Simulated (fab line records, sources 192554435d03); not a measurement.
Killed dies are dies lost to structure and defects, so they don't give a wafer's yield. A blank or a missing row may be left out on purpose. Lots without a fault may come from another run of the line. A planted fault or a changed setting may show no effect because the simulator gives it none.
Chamber matching | flow n5_finfet | N5_BEOL_M10_CMP_52 on cmp-03: 4 sister chambers
The step polishes, stops on SiCOH lowk, t overpolish 7 s, target thk 140 nm. 4 wafers are shown with their chamber, then 8 later ones without.

WAFERS WITH THEIR CHAMBER
wafer  | chamber | motor_current_A (A)
L084.5 | 1       | 6.5
L087.5 | 2       | 6.1
L087.6 | 3       | 5.9
L092.2 | 0       | 5.8

WAFERS WITHOUT THEIR CHAMBER
wafer  | motor_current_A (A)
L092.4 | 5.8
L092.5 | 6.9
L095.1 | 6.0
L095.4 | 6.0
L095.6 | 5.8
L096.2 | 5.7
L096.4 | 5.7
L096.5 | 5.7

WHICH CHAMBER EACH WENT THROUGH
wafer  | from the rows above          | in truth
L092.4 | can't be placed: 0 or 3 or 2 | 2
L092.5 | 1                            | 1
L095.1 | can't be placed: 2 or 3 or 0 | 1
L095.4 | can't be placed: 2 or 3 or 0 | 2
L095.6 | can't be placed: 0 or 3 or 2 | 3
L096.2 | can't be placed: 0 or 3 or 2 | 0
L096.4 | can't be placed: 0 or 3 or 2 | 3
L096.5 | can't be placed: 0 or 3 or 2 | 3
Placed correctly: 1 of 8. Can't be placed from these rows: 7 (the true chamber is among the candidates in 6). Placed wrongly: 0.
How it was worked out, from the rows above alone: a wafer's distance from a chamber is the root of the sum, over the readings, of the square of ((its reading less the chamber's mean) divided by the reading's scatter). The wafer belongs to the nearest chamber; if the next one is less than 2 further off, it can't be placed. A chamber's mean is the mean of its shown wafers. The scatter: with one shown wafer a chamber, the root of the mean of the squares of how far each hidden wafer lies from its nearest shown one.
